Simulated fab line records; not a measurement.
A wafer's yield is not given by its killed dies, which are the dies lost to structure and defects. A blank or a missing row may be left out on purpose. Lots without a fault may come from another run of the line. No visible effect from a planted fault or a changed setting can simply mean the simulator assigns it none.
A lot that was struck, set against a sound lot || flow n5 finfet || 16 out of 1938 route steps
Sound: wafers L504.1, L504.2, L504.4. Wafers L499.4, L499.5, L499.6 were the ones struck. At the end, the cause is stated.
For every step that has rows: the tool of each side, followed by ch and its chambers, followed by its first start. Under that, the readings that differ: sound wafers || struck wafers || difference of the means || sigmas: that difference in standard deviations of wafers without a fault.
alike: same words and numbers on both sides, and readings whose means sit less than 2 such deviations apart. not compared: any withheld reading, any reading some wafer has no value for, any bound like >300 that may hide the same value, and any number with overlapping values for which the record gives no deviation.
The two part at a step that has a row with sigmas, a row that says differs or no value, or rows on one side only. Numbers that have no deviation but don't overlap get no sigmas and don't part them. A reading missing from all wafers of one side parts the sides only when that side holds two or more wafers.

first, 9 steps without rows for these wafers: N5_BEOL_M3_SOFTBAKE_23 (time 60 s); N5_BEOL_M3_EXPOSE_25 (exposes mask V2, defocus 5 nm); N5_BEOL_M3_PEB_26 (peb time 60 s); N5_BEOL_M3_DEVELOP_27 (develop time 30 s); N5_BEOL_M3_DESCUM_33 (chemistry O2, time 7 s); N5_BEOL_M3_ETCH_77 (etches underlayer in N2/H2, target depth 6.5 nm, time 5.2 s); N5_BEOL_M3_ETCH_69 (etches SiARC in CF4, target depth 15.6 nm, time 26 s); N5_BEOL_M3_ALD_98 (deposits SiO2, target thk 2.5 nm, pulse time 1 s, co reactant pulse time 1 s); N5_BEOL_M3_ETCHBACK_99 (etches SiO2 in CHF3, target depth 5 nm, time 10.4 s).
N5_BEOL_M3_ETCH_70: etches SOC in N2/H2, target depth 80 nm, overetch 16 nm, time 120 s.
  sound on rie diel-04 ch 0,1,3, day 13 07:40; struck on rie diel-01 ch 2,3, day 11 14:59
  no value came back on the struck wafers for any of 8 readings (bias w (W), chamber pressure mTorr (mTorr) and others); on the sound wafers bias w (W) reads 149.5 150.4 150.2
{"reading": "model.SiARC_of_BEOL_M3_COAT_68.thk nm (nm)", "sound": "6.2 6.4 6.4", "struck": "12 12 12", "difference": "+6", "sigmas": ""}
{"reading": "model.underlayer_of_BEOL_M3_COAT_76.thk nm (nm)", "sound": "0 0 0", "struck": "5 5 5", "difference": "+5", "sigmas": ""}
then, 2 steps without rows for these wafers: N5_BEOL_M3_STRIP_71 (strips in N2/H2); N5_BEOL_M3_STRIP_78 (strips in N2/H2).
N5_BEOL_M3_VIA_ETCH_34: etches the open film in C4F6/O2, target depth 69.4 nm, time 65.9 s.
  sound on rie diel-04 ch 0,1,3, day 13 07:46; struck on rie diel-01 ch 2,3, day 11 15:05
{"reading": "oes product au (a.u.)", "sound": "0.91 0.77 0.69", "struck": "0.32 0.33 0.32", "difference": -0.47, "sigmas": -5}
  alike: C4F6_flow_sccm, O2_flow_sccm, drypump motor current A, rf vpp V, showerhead plenum p Torr, throttle valve pct
  not compared: rf hours counter h
then, 1 step without rows for these wafers: N5_BEOL_M3_STRIP_83 (strips in C4F6/O2).
N5_BEOL_M4_RC_MEAS_101:
  the record has rows for the sound wafers here (prober-02 ch 0, day 14 01:45) and none for the struck ones
-- a jump in the record: the struck wafers' starts before and after are 6 days apart (it breaks off in module BEOL_M4 and resumes in module PASSIVATION, where the first step shown is number 1936 of the route) --
N5_PASSIVATION_PROBE_49:
  the record has rows for the struck wafers here (prober-01, day 17 17:03) and none for the sound ones

== WHERE THEY PART ==
First at N5_BEOL_M3_ETCH_70; last, within this record, at N5_PASSIVATION_PROBE_49.

WHY: whatever the simulator had introduced
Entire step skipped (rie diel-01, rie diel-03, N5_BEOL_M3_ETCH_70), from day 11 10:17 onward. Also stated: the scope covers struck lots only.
